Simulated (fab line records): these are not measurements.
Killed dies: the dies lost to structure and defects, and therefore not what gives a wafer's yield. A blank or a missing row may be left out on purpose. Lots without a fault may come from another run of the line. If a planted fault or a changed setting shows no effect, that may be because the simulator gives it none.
fab line records    flow nand-harc
[record] lots = 12  wafers = 36  last-day = 33
route steps=1302 shown A_CHANNEL_FILL_D1@496 A_DECK1_JOINT@527 A_ONON_D2@553 END@1302
lots that met no fault: taken from a fault-free run of the same line
start-h: start of the lot's first displayed wafer, in hours after the record's first day    wait-h: hours from the lot's prior step to this one    " unchanged from the row above    L1.1+2: a row that stands for several wafers    - no value present, or no start provided    * or withheld: withheld    < > ~ a bound
route shown NAME@n: NAME is a module with steps in the file, n the number in the route of the first one    usual: average and standard deviation across the fault-free wafers    same: alike in all rows    chamber/n: place in a boat    sites: per-site readings    _std_site: their standard deviation    _edge_site: inner sites' mean taken away from outer sites' mean    radius-mm: for every site, how far away it sits from the centre of the wafer    mask NAME#n: copy n    behind: the last tool/chamber to shape the wafer    hold: reason for holding the lot/hours on hold/outcome of the hold    device: transistor that didn't switch, given as n, p or np    end of line: the route-end tests of the same wafers    for a step that has no rows: nothing shown but its recipe    killed: the dies lost at the first sort to structure and to defects; this is not the yield of the wafer    map: the dies of a wafer, with x for killed, . for not killed, _ for no die there
set.NAME: setting as actually run; set.NAME@STEP: the setting as run at that earlier step    model.NAME: the simulator's own value behind a step, which no gauge read
the route's steps for a sample of lots (tables are steps, rows are wafers)
services: when a tool's chamber went out of use (start-h, in hours from the record's first day, below 0 if earlier), for how many hours, and the reason
[[steps]]
[step NHARC_A_CHANNEL_FILL_D1_ALD_16]
[recipe] target-thk-a = 15  pulse-time-s = 10  ald-cycles = 15  temp-c = 300  material = SiO2
[usual] heater-power-w = 456/37  precursor-pulse-height-rel = 0.998/0.023
lot.wafer  tool       chamber  start-h  wait-h  heater-power-w  precursor-pulse-height-rel
L684.3     ald-hk-01  2        204.48   0.1     483             1.009
L684.2     "          3        "        "       424             1.010
L684.6     "          0        "        "       449             1.000
L685.1     ald-hk-01  2        207.65   0.0     482             0.943
L685.3     "          3        "        "       438             1.009
L685.6     "          3        "        "       429             0.967
L686.3     ald-hk-02  2        220.85   0.1     448             0.958
L686.6     "          0        "        "       426             1.027
L686.5     "          1        "        "       495             0.976
L690.3     ald-hk-02  0        259.39   0.1     414             0.997
L690.1     "          1        "        "       471             0.976
L690.5     "          3        "        "       465             0.986
L692.1     ald-hk-03  3        280.40   0.0     395             0.953
L692.4     "          1        "        "       419             0.998
L692.5     "          0        "        "       498             1.023
L700.2     ald-hk-03  2        363.61   0.0     524             0.980
L700.1     "          0        "        "       481             1.025
L700.6     "          2        "        "       512             0.997
L701.4     ald-hk-01  0        376.27   0.1     439             0.996
L701.2     "          2        "        "       453             0.972
L701.5     "          1        "        "       514             0.985
L703.1     ald-hk-01  1        396.44   0.0     509             1.029
L703.5     "          1        "        "       501             1.015
L703.6     "          2        "        "       454             0.999
L704.3     ald-hk-01  3        404.07   0.2     416             1.008
L704.1     "          1        "        "       501             0.989
L704.6     "          2        "        "       458             0.979
L705.3     ald-hk-02  3        412.27   0.0     483             1.021
L705.1     "          1        "        "       503             0.999
L705.2     "          2        "        "       436             1.020
L706.2     ald-hk-01  3        415.88   0.0     421             0.963
L706.1     "          0        "        "       439             1.015
L706.6     "          3        "        "       427             1.020
L707.3     ald-hk-01  1        425.55   0.0     501             0.975
L707.1     "          2        "        "       466             0.981
L707.2     "          0        "        "       455             0.992
[step NHARC_A_CHANNEL_FILL_D1_ETCHBACK_19]
[recipe] target-depth-a = 50  time-s = 1.7  hbr-flow-sccm = 150  cl2-flow-sccm = 50  rf-w = 400  icp-w = 400  bias-w = 100  chemistry = HBr/Cl2
[usual] chamber-pressure-mTorr = 15.002/0.015  drypump-motor-current-A = 5.8/0.48  oes-product-au = 0.998/0.0075  throttle-valve-pct = 26.406/0.0092
lot.wafer  tool       chamber  start-h  wait-h  chamber-pressure-mTorr  drypump-motor-current-A  oes-product-au  rf-hours-counter-h  throttle-valve-pct
L684.2     rie-si-06  0        221.06   0.4     15.006                  6.1                      1.003           0.5                 26.407
L684.3     "          2        "        "       15.013                  5.6                      0.973           0.8                 26.415
L684.6     "          0        "        "       15.008                  6.1                      0.999           -                   26.411
L685.3     rie-si-04  2        221.06   0.4     14.975                  5.0                      0.997           0.3                 26.413
L685.1     "          3        "        "       14.988                  6.3                      1.014           0.3                 26.406
L685.6     "          1        "        "       15.013                  5.8                      0.985           -                   26.401
L686.3     rie-si-06  0        232.66   0.4     15.004                  6.1                      1.000           0.6                 26.399
L686.6     "          0        "        "       14.997                  6.1                      0.992           -                   26.402
L686.5     "          1        "        "       14.971                  5.9                      0.989           -                   26.390
L690.1     rie-si-04  2        271.20   0.4     14.999                  5.0                      0.995           0.6                 26.415
L690.3     "          0        "        "       14.995                  6.1                      1.007           0.5                 26.417
L690.5     "          3        "        "       14.994                  6.4                      1.009           -                   26.409
L692.1     rie-si-04  0        292.23   0.4     14.989                  6.1                      1.008           0.6                 26.387
L692.4     "          1        "        "       14.988                  5.8                      1.000           0.6                 26.404
L692.5     "          1        "        "       14.984                  5.8                      0.987           -                   26.407
L700.2     rie-si-06  2        375.37   0.4     15.003                  5.6                      0.989           1.0                 26.394
L700.1     "          3        "        "       14.996                  6.5                      1.001           1.0                 26.412
L700.6     "          3        "        "       14.997                  6.5                      0.998           -                   26.407
L701.2     rie-si-06  0        388.61   0.4     15.015                  6.1                      0.999           0.7                 26.413
L701.5     "          3        "        "       14.999                  6.5                      0.993           -                   26.415
L701.4     "          0        "        "       14.999                  6.1                      1.001           -                   26.399
L703.1     rie-si-02  1        409.75   0.4     15.013                  6.0                      0.997           0.7                 26.420
L703.6     "          2        "        "       14.972                  5.5                      0.997           -                   26.420
L703.5     "          3        "        "       14.996                  5.8                      0.992           -                   26.418
L704.3     rie-si-02  3        415.86   0.4     15.024                  5.8                      0.992           0.7                 26.404
L704.1     "          1        "        "       15.003                  6.0                      0.999           0.8                 26.383
L704.6     "          3        "        "       15.010                  5.8                      1.004           -                   26.411
L705.1     rie-si-04  2        424.49   0.4     14.984                  5.0                      0.995           0.4                 26.396
L705.3     "          3        "        "       15.024                  6.3                      1.001           0.4                 26.409
L705.2     "          0        "        "       15.007                  6.1                      0.991           0.5                 26.391
L706.2     rie-si-04  0        428.39   0.4     14.990                  6.1                      1.000           0.5                 26.396
L706.1     "          3        "        "       15.005                  6.3                      1.003           0.4                 26.410
L706.6     "          0        "        "       15.006                  6.1                      1.003           -                   26.406
L707.1     rie-si-06  3        437.40   0.4     14.995                  6.5                      0.998           0                   26.409
L707.3     "          0        "        "       14.991                  6.1                      1.001           0                   26.408
L707.2     "          2        "        "       15.008                  5.6                      0.999           0                   26.397
[step NHARC_A_DECK1_JOINT_CMP_13]
[recipe] target-thk-nm = 51.023
[usual] motor-current-A = 12.1/1  pad-life-wafers = 166/110  time-to-endpoint-s = 8.2/2.8
lot.wafer  tool    chamber  start-h  wait-h  motor-current-A  pad-life-wafers  time-to-endpoint-s
L684.2     cmp-02  0        255.34   0.4     9.9              66               8.8
L684.3     "       2        "        "       12.4             68               5.3
L684.6     "       1        "        "       12.0             -                10.7
L685.1     cmp-04  1        255.37   0.4     12.6             139              1.1
L685.3     "       3        "        "       13.0             141              7.1
L685.6     "       0        "        "       12.1             -                10.1
L686.3     cmp-01  3        280.39   0.4     11.2             327              7.7
L686.5     "       0        "        "       13.4             -                10.1
L686.6     "       1        "        "       13.6             -                9.5
L690.3     cmp-01  2        309.10   0.5     13.4             97               3.4
L690.1     "       3        "        "       11.4             98               5.7
L690.5     "       2        "        "       14.0             -                4.4
L692.4     cmp-02  1        327.60   0.4     12.4             368              9.9
L692.1     "       2        "        "       12.0             369              8.8
L692.5     "       0        "        "       10.5             -                13.7
L700.2     cmp-04  1        410.02   0.4     13.5             0                6.1
L700.1     "       0        "        "       11.7             3                10.7
L700.6     "       1        "        "       13.0             -                3.7
L701.2     cmp-02  0        423.45   0.4     10.3             145              13.4
L701.4     "       1        "        "       12.9             146              11.9
L701.5     "       3        "        "       11.2             -                9.8
L703.1     cmp-02  1        443.50   0.4     11.9             31               9.1
L703.5     "       0        "        "       10.5             -                14.4
L703.6     "       1        "        "       12.2             -                10.8
L704.1     cmp-04  0        461.16   0.4     12.1             205              11.1
L704.3     "       2        "        "       11.2             207              8.7
L704.6     "       3        "        "       13.5             -                8.0
L705.1     cmp-02  3        463.96   0.4     11.8             108              8.5
L705.3     "       0        "        "       10.4             109              11.1
L705.2     "       2        "        "       12.3             111              8.0
L707.3     cmp-04  1        476.42   0.4     13.7             252              4.2
L707.1     "       2        "        "       12.2             253              7.1
L707.2     "       0        "        "       12.0             255              10.5
L706.2     cmp-01  0        476.44   0.4     13.1             391              8.9
L706.1     "       1        "        "       13.5             392              10.0
L706.6     "       3        "        "       11.1             -                8.0
[step NHARC_A_ONON_D2_DEP_12]
[recipe] target-thk-a = 10000  n2-flow-sccm = 2750  n2o-flow-sccm = 2000  nh3-flow-sccm = 500  sih4-flow-sccm = 210  temp-c = 400
lot.wafer   tool           chamber  start-h  wait-h
L685.1+3+6  pecvd-onon-01  0        283.44   0.1
L684.2+3+6  pecvd-onon-02  0        283.46   0.1
L686.3+5+6  pecvd-onon-02  0        305.25   0.2
L690.1+3+5  pecvd-onon-02  0        332.56   0.1
L692.1+4+5  pecvd-onon-02  0        358.37   0.1
L700.1+2+6  pecvd-onon-02  0        438.02   0.1
L701.2+4+5  pecvd-onon-03  0        450.83   0.1
L703.1+5+6  pecvd-onon-03  0        469.10   0.1
L704.1+3+6  pecvd-onon-02  0        488.92   0.1
L705.1+2+3  pecvd-onon-03  0        489.12   0.1
L707.1+2+3  pecvd-onon-01  0        502.16   0.1
L706.1+2+6  pecvd-onon-02  0        502.31   0.1
[step NHARC_A_ONON_D2_THK_MEAS_14]
[recipe] thk-meas-gauge = ellipsometry
[usual] thk-nm = 999/9.5
lot.wafer  tool           chamber  start-h  wait-h  thk-nm
L684.2     film-metro-01  -        283.91   -       996
L684.3     "              -        "        "       997
L684.6     "              -        "        "       998
L685.1     film-metro-01  -        283.95   -       996
L685.3     "              -        "        "       996
L685.6     "              -        "        "       995
L686.3     film-metro-02  -        305.65   -       996
L686.5     "              -        "        "       995
L686.6     "              -        "        "       996
L690.1     film-metro-02  -        333.07   -       715
L690.3     "              -        "        "       718
L690.5     "              -        "        "       717
L692.1     film-metro-02  -        358.88   -       721
L692.4     "              -        "        "       721
L692.5     "              -        "        "       722
L700.1     film-metro-02  -        438.55   -       1015
L700.2     "              -        "        "       1013
L700.6     "              -        "        "       1014
L701.2     film-metro-01  -        451.29   -       1006
L701.4     "              -        "        "       1005
L701.5     "              -        "        "       1004
L703.1     film-metro-02  -        469.60   -       1003
L703.5     "              -        "        "       1002
L703.6     "              -        "        "       1003
L704.1     film-metro-02  -        489.43   -       1003
L704.3     "              -        "        "       1000
L704.6     "              -        "        "       1001
L705.1     film-metro-01  -        489.63   -       993
L705.2     "              -        "        "       994
L705.3     "              -        "        "       994
L707.1     film-metro-02  -        502.67   -       984
L707.2     "              -        "        "       982
L707.3     "              -        "        "       980
L706.1     film-metro-01  -        502.81   -       1009
L706.2     "              -        "        "       1010
L706.6     "              -        "        "       1008
[step NHARC_END_SORT_01]
[recipe] temp-c = 25
[usual] killed-at-array = 65/19  killed-at-other = 0.9/1.1  killed-at-periphery = 3.5/2.3  killed-dies = 69/19  killed-open = 3.2/1.8  killed-short = 2.4/1.5
[same] gross-dies = 677
lot.wafer  tool       chamber  start-h  wait-h  killed-at-array  killed-at-other  killed-at-periphery  killed-dies  killed-open  killed-short
L690.1     prober-01  0        618.74   2.5     672              0                5                    677          4            2
L690.3     prober-01  0        620.33   3.1     672              1                4                    677          4            1
L690.5     prober-01  0        621.93   3.7     675              0                2                    677          3            1
L692.1     prober-01  0        639.94   2.5     672              0                5                    677          2            1
L692.4     prober-01  0        642.34   3.4     670              1                6                    677          6            1
L692.5     prober-01  0        643.14   3.7     669              3                5                    677          2            3
// killed by level:class
L690.1 A_ONON_D2:area-dep=600 A_CHANNEL_HOLE_D2:chamber-film-flake=32 A_SLIT:chamber-film-flake=26 A_CHANNEL_HOLE_D1:chamber-film-flake=5 P_M0:geometric-particle:open=2 P_GATE:chamber-film-flake=2 A_BLC:chamber-film-flake=2 A_M0:chamber-film-flake=2
L690.3 A_ONON_D2:area-dep=586 A_SLIT:chamber-film-flake=35 A_CHANNEL_HOLE_D2:chamber-film-flake=34 A_M0:chamber-film-flake=5 A_CHANNEL_HOLE_D1:chamber-film-flake=4 A_STAIRCASE:chamber-film-flake=3 P_ZERO_WELL:chamber-film-flake=2 P_M0:geometric-particle:open=1
L690.5 A_ONON_D2:area-dep=593 A_CHANNEL_HOLE_D2:chamber-film-flake=30 A_SLIT:chamber-film-flake=30 A_CHANNEL_HOLE_D1:chamber-film-flake=7 A_M0:chamber-film-flake=4 A_STAIRCASE:chamber-film-flake=2 A_CONTACT:chamber-film-flake=2 A_BLC:chamber-film-flake=2
L692.1 A_ONON_D2:area-dep=609 A_CHANNEL_HOLE_D1:chamber-film-flake=33 A_CHANNEL_HOLE_D2:chamber-film-flake=16 A_CONTACT:chamber-film-flake=6 A_DECK1_JOINT:chamber-film-flake=4 P_CONTACT:geometric-particle:open=1 P_M0:geometric-particle:open=1 A_ONON_D1:geometric-particle:short=1
L692.4 A_ONON_D2:area-dep=613 A_CHANNEL_HOLE_D1:chamber-film-flake=30 A_CHANNEL_HOLE_D2:chamber-film-flake=12 A_SLIT:chamber-film-flake=5 A_CONTACT:chamber-film-flake=4 P_GATE:geometric-particle:open=2 P_GATE:chamber-film-flake=2 P_CONTACT:geometric-particle:open=1
L692.5 A_ONON_D2:area-dep=603 A_CHANNEL_HOLE_D1:chamber-film-flake=35 A_CHANNEL_HOLE_D2:chamber-film-flake=17 A_CONTACT:chamber-film-flake=7 P_GATE:chamber-film-flake=2 A_STAIRCASE:chamber-film-flake=2 THIN_TSV:chamber-film-flake=2 P_CONTACT:geometric-particle:open=1
[[services]]
tool           chamber  start-h  hours  kind
pecvd-onon-02  -        185.00   13.0   pm
rie-si-06      1        188.93   7.8    repair
rie-si-04      3        190.24   6.6    repair
cmp-02         -        196.04   2.3    repair
cmp-04         -        209.03   4.0    pm
rie-si-04      0        233.16   8.4    repair
cmp-02         -        235.00   4.0    pm
rie-si-06      -        249.00   9.0    pm
ald-hk-01      -        296.11   10.0   pm
rie-si-04      2        318.55   11.7   repair
cmp-02         -        333.00   4.0    pm
rie-si-04      1        335.83   5.6    repair
rie-si-06      2        336.11   16.0   repair
rie-si-04      -        342.00   9.0    pm
cmp-02         -        349.91   0.9    repair
cmp-02         -        357.93   58.3   repair
pecvd-onon-02  -        366.11   13.0   pm
rie-si-06      1        384.46   7.1    repair
rie-si-06      1        415.63   4.7    repair
rie-si-06      -        426.00   9.0    pm
cmp-02         -        431.00   4.0    pm
rie-si-04      2        432.63   1.0    repair
pecvd-onon-02  -        439.45   1.3    repair
rie-si-06      0        495.94   1.1    repair
[[key]]
[first-sign] step = NHARC_A_ONON_D2_THK_MEAS_14  reading = thk-nm  direction = down  sigmas = 30  usual = 999  struck = 719
[effect] step = NHARC_END_SORT_01  reading = killed-at-array  direction = up  sigmas = 32  usual = 65  struck = 672
[more-kills-born-at] NHARC_A_ONON_D2_DEP_12@pecvd-onon-02 = 3604
met-at NHARC_A_ONON_D2_DEP_12
struck-lots L690,L692
later-rows-left-out L690.1,L690.3,L690.5,L692.1,L692.4,L692.5
tester-left-out L690,L692
not-acting-at NHARC_A_CHANNEL_FILL_D1_ALD_16,NHARC_A_CHANNEL_FILL_D1_ETCHBACK_19,NHARC_A_DECK1_JOINT_CMP_13
onset-between 305.25 332.56
[fault] kind = process-parameter-drift  tool = pecvd-onon-02  chamber = -  onset-h = 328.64  steps = NHARC_A_ONON_D2_DEP_12  channel = target-thk-a  offset = *  shape = step  end-h = 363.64  acts-in = *  stated = *
// tester-left-out: of these lots the tester's yield and bins aren't shown, on N5 and GAA mostly nor the transistor test; their killed dies are dies lost to structure and defects alone, not to doping, threshold or leakage, so they don't give the yield
// later-rows-left-out: the simulator's readings of these wafers behind a module that went badly wrong aren't trusted and aren't shown, but for the sort
